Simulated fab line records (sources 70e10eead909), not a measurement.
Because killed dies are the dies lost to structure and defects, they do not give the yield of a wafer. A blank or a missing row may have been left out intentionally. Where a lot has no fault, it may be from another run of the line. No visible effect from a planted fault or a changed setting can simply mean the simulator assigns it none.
Problem report, 8D (eight disciplines) form, completed by code | flow nand_harc | the parts of the form that need people (team, actions taken, sign-off) are left out

== 1. THE PROBLEM ==
At NHARC_END_SORT_01, killed_at_periphery averages 99.2 over 6 wafers from 2 lots, while fault-free wafers read 4.0, standard deviation 2.6. Relative to the usual mean, that is a shift of +37 standard deviations.
Earliest sighting: wafer L548.3 on prober-01 at day 30 03:56. At this step, 6 wafers from 2 lots have a number in the record. The rule behind "out" and "out of limits": a value lying over 4 standard deviations away from the usual mean. The other wafers with a number count as sound.

== 2. WHAT THIS IS AND IS NOT ==
question                    | is                                  | is not
which readings at this step | killed_at_periphery, sort_bin_3_pct | killed_at_other, killed_open, killed_short, sort_bin_4_pct
which lots                  | L547, L548                          | -
which wafers of those lots  | all that have a number              | -
read on which gauges        | prober-01, prober-02                | -
when                        | from day 30 03:56                   | up to then (0 sound wafers)

== 3. WHAT RULES OUT EACH SUSPECT ==
Counting: a tool stays on the suspect list if, at a process step up to the reading, it processed all lots that are out and no sound lot following the first of them.
- the gauge at NHARC_END_SORT_01 has been ruled out. 2 gauges (prober-01, prober-02) read the wafers that are out.
- pvd_sputter-02 at NHARC_P_M1_PVD_21 (deposits Cu, target thk 30 nm, time 20.49 s): kept. It ran every lot that is out, first L547 (day 11 10:22), and no sound lot after that.
- rie_diel-10 at NHARC_P_M2_DESCUM_14 (chemistry O2, time 3 s): kept. It ran every lot that is out, first L547 (day 11 13:11), and no sound lot after that.
What counting leaves: pvd_sputter-02 at NHARC_P_M1_PVD_21 and rie_diel-10 at NHARC_P_M2_DESCUM_14.

== 4. THE CAUSE (what the simulator had put in) ==
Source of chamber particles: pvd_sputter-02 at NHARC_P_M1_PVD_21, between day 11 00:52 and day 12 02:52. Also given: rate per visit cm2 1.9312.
After counting, 2 suspects remain, this tool included.

== 5. THE CHAIN OF EFFECTS, in route order ==
Each row: a reading where the mean over the struck wafers with a number is more than 3 standard deviations away from the usual. Scope: only readings with a usual standard deviation given in the record; hours: median across lots of the time from each lot's start at the first step in this table that gives one to its start at this step; sigmas: change in usual standard deviations.
hours | step              | reading              | usual  | on struck wafers | change | sigmas
0     | NHARC_END_SORT_01 | defect_limited_yield | 91.8 % | 80.5             | -11.3  | -4.9
0     | NHARC_END_SORT_01 | killed_at_periphery  | 4.0    | 99.2             | +95.2  | +37
0     | NHARC_END_SORT_01 | killed_dies          | 55     | 132              | +77    | +4.8
0     | NHARC_END_SORT_01 | sort_bin_2_pct       | 2.9 %  | 8.0              | +5.1   | +4.6
0     | NHARC_END_SORT_01 | sort_bin_3_pct       | 0.6 %  | 5.7              | +5.1   | +13
0     | NHARC_END_SORT_01 | sort_n_pass          | 622    | 545              | -77    | -4.8
0     | NHARC_END_SORT_01 | sort_yield_pct       | 91.8 % | 80.5             | -11.3  | -4.9

== 6. HOW IT WOULD HAVE BEEN CAUGHT EARLIER ==
In this record the first reading out of limits at a measuring or inspecting step was taken at day 30 03:56, 459 hours after the fault began at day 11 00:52.
No tool reading at NHARC_P_M1_PVD_21 that has a usual standard deviation in the record was out on any struck wafer, so an alarm limit of 4 standard deviations on those readings would not have fired.
Lots out: 2; all had begun NHARC_P_M1_PVD_21 on pvd_sputter-02 by day 30 03:56. Tool hold at that time: it would have spared none of them.
